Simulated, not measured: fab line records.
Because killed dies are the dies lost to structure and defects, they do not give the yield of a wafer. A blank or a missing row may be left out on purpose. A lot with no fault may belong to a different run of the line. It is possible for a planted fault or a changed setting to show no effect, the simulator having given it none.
Which tool is to blame? :: flow nandHarc :: 42 wafers from 15 lots sampled at 5 of the route's 1302 steps

## WHAT EACH GAUGE READ, for each wafer
NHARC_END_SORT_01. Usual: killedAtArray 61, standard deviation 23; killedAtOther 1.3, standard deviation 1.4; killedAtPeriphery 4.0, standard deviation 2.6; killedDies 66, standard deviation 22; killedOpen 3.4, standard deviation 1.8; killedShort 2.3, standard deviation 1.4.
lot: L993
measured: day 29 05:47
on: prober-01
killedAtArray: 64 70
killedAtOther: 4 1
killedAtPeriphery: 609 2
killedDies: 677 73
killedOpen: 4 5
killedShort: 3 1
flag: OFF

lot: L992
measured: day 28 15:45
on: prober-01
killedAtArray: 41 42
killedAtOther: 2 1
killedAtPeriphery: 634 634
killedDies: 677 677
killedOpen: 1 1
killedShort: 4 5
flag: OFF

lot: L994
measured: day 29 22:10
on: prober-02
killedAtArray: 50 62
killedAtOther: 0 0
killedAtPeriphery: 627 4
killedDies: 677 66
killedOpen: 4 7
killedShort: 3 1
flag: OFF

## EACH LOT AND THE TOOL THAT RAN IT (in order: tool; ch and the chambers of the sampled wafers; start)
lot: L982
NHARC_P_STI_HDPCVD_20: hdpcvd-01 ch 0,1, day 3 19:32
NHARC_THIN_TSV_DEP_43: pecvd-01 ch 0,2, day 24 02:57
NHARC_THIN_TSV_DEGAS_49: pvdSputter-03, day 24 06:28
NHARC_THIN_TSV_ETCH_36: rieMetal-01 ch 1, day 24 10:10

lot: L984
NHARC_P_STI_HDPCVD_20: hdpcvd-01 ch 0,1, day 4 11:38
NHARC_THIN_TSV_DEP_43: pecvd-02 ch 0,1, day 25 06:20
NHARC_THIN_TSV_DEGAS_49: pvdSputter-02, day 25 09:50
NHARC_THIN_TSV_ETCH_36: rieMetal-01 ch 0,1, day 25 13:23

lot: L985
NHARC_P_STI_HDPCVD_20: hdpcvd-01 ch 0,1, day 4 21:42
NHARC_THIN_TSV_DEP_43: pecvd-04 ch 0,1,2, day 25 05:08
NHARC_THIN_TSV_DEGAS_49: pvdSputter-02, day 25 08:46
NHARC_THIN_TSV_ETCH_36: rieMetal-03 ch 0,1, day 25 12:20

lot: L986
NHARC_P_STI_HDPCVD_20: hdpcvd-01 ch 0,1, day 5 09:27
NHARC_THIN_TSV_DEP_43: pecvd-01 ch 0,1, day 26 00:01
NHARC_THIN_TSV_DEGAS_49: pvdSputter-03, day 26 03:59
NHARC_THIN_TSV_ETCH_36: rieMetal-01 ch 0,1, day 26 07:34

lot: L987
NHARC_P_STI_HDPCVD_20: hdpcvd-01 ch 0,1, day 5 18:14
NHARC_THIN_TSV_DEP_43: pecvd-01 ch 0,1, day 26 04:22
NHARC_THIN_TSV_DEGAS_49: pvdSputter-01, day 26 08:15
NHARC_THIN_TSV_ETCH_36: rieMetal-03 ch 0,1, day 26 11:55

lot: L988
NHARC_P_STI_HDPCVD_20: hdpcvd-01 ch 0,1, day 6 02:02
NHARC_THIN_TSV_DEP_43: pecvd-02 ch 0,2, day 26 12:08
NHARC_THIN_TSV_DEGAS_49: pvdSputter-03, day 26 15:46
NHARC_THIN_TSV_ETCH_36: rieMetal-03 ch 0,1, day 26 19:25

lot: L989
NHARC_P_STI_HDPCVD_20: hdpcvd-01 ch 0,1, day 6 17:38
NHARC_THIN_TSV_DEP_43: pecvd-02 ch 0,1,2, day 27 02:11
NHARC_THIN_TSV_DEGAS_49: pvdSputter-01, day 27 05:50
NHARC_THIN_TSV_ETCH_36: rieMetal-01 ch 0,1, day 27 09:25

lot: L990
NHARC_P_STI_HDPCVD_20: hdpcvd-01 ch 0,1, day 7 03:55
NHARC_THIN_TSV_DEP_43: pecvd-04 ch 1,2, day 27 00:59
NHARC_THIN_TSV_DEGAS_49: pvdSputter-03, day 27 04:28
NHARC_THIN_TSV_ETCH_36: rieMetal-03 ch 0,1, day 27 08:00

lot: L993
NHARC_P_STI_HDPCVD_20: hdpcvd-01 ch 0,1, day 8 03:58
NHARC_THIN_TSV_DEP_43: pecvd-02 ch 0, day 28 13:46
NHARC_THIN_TSV_DEGAS_49: pvdSputter-01, day 28 17:22
NHARC_THIN_TSV_ETCH_36: rieMetal-02 ch 1, day 28 21:16

lot: L992
NHARC_P_STI_HDPCVD_20: hdpcvd-01 ch 1, day 8 04:32
NHARC_THIN_TSV_DEP_43: -
NHARC_THIN_TSV_DEGAS_49: -
NHARC_THIN_TSV_ETCH_36: -

lot: L994
NHARC_P_STI_HDPCVD_20: hdpcvd-01 ch 0,1, day 8 14:40
NHARC_THIN_TSV_DEP_43: pecvd-02 ch 0, day 29 06:40
NHARC_THIN_TSV_DEGAS_49: pvdSputter-02, day 29 10:13
NHARC_THIN_TSV_ETCH_36: rieMetal-03 ch 1, day 29 13:45

lot: L100
NHARC_P_STI_HDPCVD_20: hdpcvd-01 ch 0,1, day 11 08:53
NHARC_THIN_TSV_DEP_43: pecvd-02 ch 0,2, day 32 01:42
NHARC_THIN_TSV_DEGAS_49: pvdSputter-01, day 32 05:41
NHARC_THIN_TSV_ETCH_36: rieMetal-02 ch 0,1, day 32 09:22

lot: L102
NHARC_P_STI_HDPCVD_20: hdpcvd-01 ch 0,1, day 11 22:38
NHARC_THIN_TSV_DEP_43: pecvd-02 ch 0,1,2, day 32 10:44
NHARC_THIN_TSV_DEGAS_49: pvdSputter-01, day 32 14:19
NHARC_THIN_TSV_ETCH_36: rieMetal-01 ch 0,1, day 32 17:53

lot: L103
NHARC_P_STI_HDPCVD_20: hdpcvd-01 ch 0,1, day 12 07:52
NHARC_THIN_TSV_DEP_43: pecvd-01 ch 1,2, day 32 11:54
NHARC_THIN_TSV_DEGAS_49: pvdSputter-02, day 32 15:30
NHARC_THIN_TSV_ETCH_36: rieMetal-02 ch 0,1, day 32 19:12

lot: L104
NHARC_P_STI_HDPCVD_20: hdpcvd-01 ch 0,1, day 12 19:12
NHARC_THIN_TSV_DEP_43: pecvd-02 ch 0,1, day 32 21:10
NHARC_THIN_TSV_DEGAS_49: pvdSputter-02, day 33 00:48
NHARC_THIN_TSV_ETCH_36: rieMetal-03 ch 0,1, day 33 04:29
- NHARC_P_STI_HDPCVD_20: deposits SiO2.
- NHARC_THIN_TSV_DEP_43: deposits SiO2, target thk 1328.5 nm.
- NHARC_THIN_TSV_DEGAS_49: time 120 s.
- NHARC_THIN_TSV_ETCH_36: etches the open film in Cl2/BCl3, target depth 65 nm, time 18.571 s.

## WHAT THE TOOLS THEMSELVES READ (means of the sampled wafers that have a number; where no wafer has one, the mark that the record gives instead)
NHARC_THIN_TSV_DEP_43. Usual: rfFwdPowerW 897.9 W, standard deviation 2.7; throttleValvePct 16.0 %, standard deviation 0.76.
lot: L982
tool: pecvd-01
rfFwdPowerW (W): 895.7
throttleValvePct (%): 16.8
flag: 

lot: L984
tool: pecvd-02
rfFwdPowerW (W): 898.5
throttleValvePct (%): 15.5
flag: 

lot: L985
tool: pecvd-04
rfFwdPowerW (W): 897.2
throttleValvePct (%): 16.1
flag: 

lot: L986
tool: pecvd-01
rfFwdPowerW (W): 900.9
throttleValvePct (%): 16.3
flag: 

lot: L987
tool: pecvd-01
rfFwdPowerW (W): 894.7
throttleValvePct (%): 16.7
flag: 

lot: L988
tool: pecvd-02
rfFwdPowerW (W): 896.6
throttleValvePct (%): 15.5
flag: 

lot: L989
tool: pecvd-02
rfFwdPowerW (W): 899.7
throttleValvePct (%): 15.4
flag: 

lot: L990
tool: pecvd-04
rfFwdPowerW (W): 898.5
throttleValvePct (%): 15.9
flag: 

lot: L993
tool: pecvd-02
rfFwdPowerW (W): 897.5
throttleValvePct (%): 16.0
flag: 

lot: L994
tool: pecvd-02
rfFwdPowerW (W): 895.0
throttleValvePct (%): 16.3
flag: 

lot: L100
tool: pecvd-02
rfFwdPowerW (W): 896.6
throttleValvePct (%): 16.0
flag: 

lot: L102
tool: pecvd-02
rfFwdPowerW (W): 897.6
throttleValvePct (%): 15.5
flag: 

lot: L103
tool: pecvd-01
rfFwdPowerW (W): 897.3
throttleValvePct (%): 16.6
flag: 

lot: L104
tool: pecvd-02
rfFwdPowerW (W): 898.7
throttleValvePct (%): 15.4
flag: 

NHARC_THIN_TSV_DEGAS_49. Usual: heaterPowerW at 468 W, with a standard deviation of 51.
lot: L982
tool: pvdSputter-03
heaterPowerW (W): 417
flag: 

lot: L984
tool: pvdSputter-02
heaterPowerW (W): 464
flag: 

lot: L985
tool: pvdSputter-02
heaterPowerW (W): 438
flag: 

lot: L986
tool: pvdSputter-03
heaterPowerW (W): 462
flag: 

lot: L987
tool: pvdSputter-01
heaterPowerW (W): 480
flag: 

lot: L988
tool: pvdSputter-03
heaterPowerW (W): 446
flag: 

lot: L989
tool: pvdSputter-01
heaterPowerW (W): 485
flag: 

lot: L990
tool: pvdSputter-03
heaterPowerW (W): 454
flag: 

lot: L993
tool: pvdSputter-01
heaterPowerW (W): 453
flag: 

lot: L994
tool: pvdSputter-02
heaterPowerW (W): 549
flag: 

lot: L100
tool: pvdSputter-01
heaterPowerW (W): 454
flag: 

lot: L102
tool: pvdSputter-01
heaterPowerW (W): 448
flag: 

lot: L103
tool: pvdSputter-02
heaterPowerW (W): 473
flag: 

lot: L104
tool: pvdSputter-02
heaterPowerW (W): 484
flag: 

NHARC_THIN_TSV_ETCH_36. Usual: drypumpMotorCurrentA 5.7 A, standard deviation 0.48; oesProductAu 0.998 a.u., standard deviation 0.0063.
lot: L982
tool: rieMetal-01
drypumpMotorCurrentA (A): 4.8
oesProductAu (a.u.): 1.000
flag: 

lot: L984
tool: rieMetal-01
drypumpMotorCurrentA (A): 5.6
oesProductAu (a.u.): 1.006
flag: 

lot: L985
tool: rieMetal-03
drypumpMotorCurrentA (A): 5.7
oesProductAu (a.u.): 0.998
flag: 

lot: L986
tool: rieMetal-01
drypumpMotorCurrentA (A): 5.2
oesProductAu (a.u.): 1.000
flag: 

lot: L987
tool: rieMetal-03
drypumpMotorCurrentA (A): 5.7
oesProductAu (a.u.): 1.005
flag: 

lot: L988
tool: rieMetal-03
drypumpMotorCurrentA (A): 5.6
oesProductAu (a.u.): 0.997
flag: 

lot: L989
tool: rieMetal-01
drypumpMotorCurrentA (A): 5.6
oesProductAu (a.u.): 0.996
flag: 

lot: L990
tool: rieMetal-03
drypumpMotorCurrentA (A): 5.6
oesProductAu (a.u.): 0.999
flag: 

lot: L993
tool: rieMetal-02
drypumpMotorCurrentA (A): 6.3
oesProductAu (a.u.): 1.007
flag: 

lot: L994
tool: rieMetal-03
drypumpMotorCurrentA (A): 5.6
oesProductAu (a.u.): 1.001
flag: 

lot: L100
tool: rieMetal-02
drypumpMotorCurrentA (A): 6.1
oesProductAu (a.u.): 0.996
flag: 

lot: L102
tool: rieMetal-01
drypumpMotorCurrentA (A): 5.6
oesProductAu (a.u.): 1.000
flag: 

lot: L103
tool: rieMetal-02
drypumpMotorCurrentA (A): 6.1
oesProductAu (a.u.): 0.991
flag: 

lot: L104
tool: rieMetal-03
drypumpMotorCurrentA (A): 5.7
oesProductAu (a.u.): 0.994
flag: 

## THE ANSWER, worked out from the rows above alone
Rule: a lot is off if the mean of its wafers that have a number lies more than 3 standard deviations from the usual mean. A lot without any number at a reading at which 4 lots or more have one is off too. All remaining lots with rows at the step are treated as sound. Order of review: gauges by route order, followed by the tools' own readings, for which a lot's mean as printed above is used. At the first step where some lot is off, the reading lying furthest off is the one used; lots without a number count as furthest.
Off: L993, L992, L994 (NHARC_END_SORT_01, killedAtPeriphery). Neither off nor sound, because the step has no rows for them: L982, L984, L985, L986, L987, L988, L989, L990, L100, L102, L103, L104.
A tool fits if, at a process step before that reading, it ran every lot that is off, and no sound lot after the first of them. The gauges at NHARC_END_SORT_01 are tried like those tools. One fits: NHARC_P_STI_HDPCVD_20 on hdpcvd-01. It ran no sound lot before its first lot that is off in this sample, so the start can't be narrowed down.

## WHAT THE SIMULATOR HAD PUT IN
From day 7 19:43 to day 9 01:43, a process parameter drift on hdpcvd-01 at NHARC_P_STI_HDPCVD_20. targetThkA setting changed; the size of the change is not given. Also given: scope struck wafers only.
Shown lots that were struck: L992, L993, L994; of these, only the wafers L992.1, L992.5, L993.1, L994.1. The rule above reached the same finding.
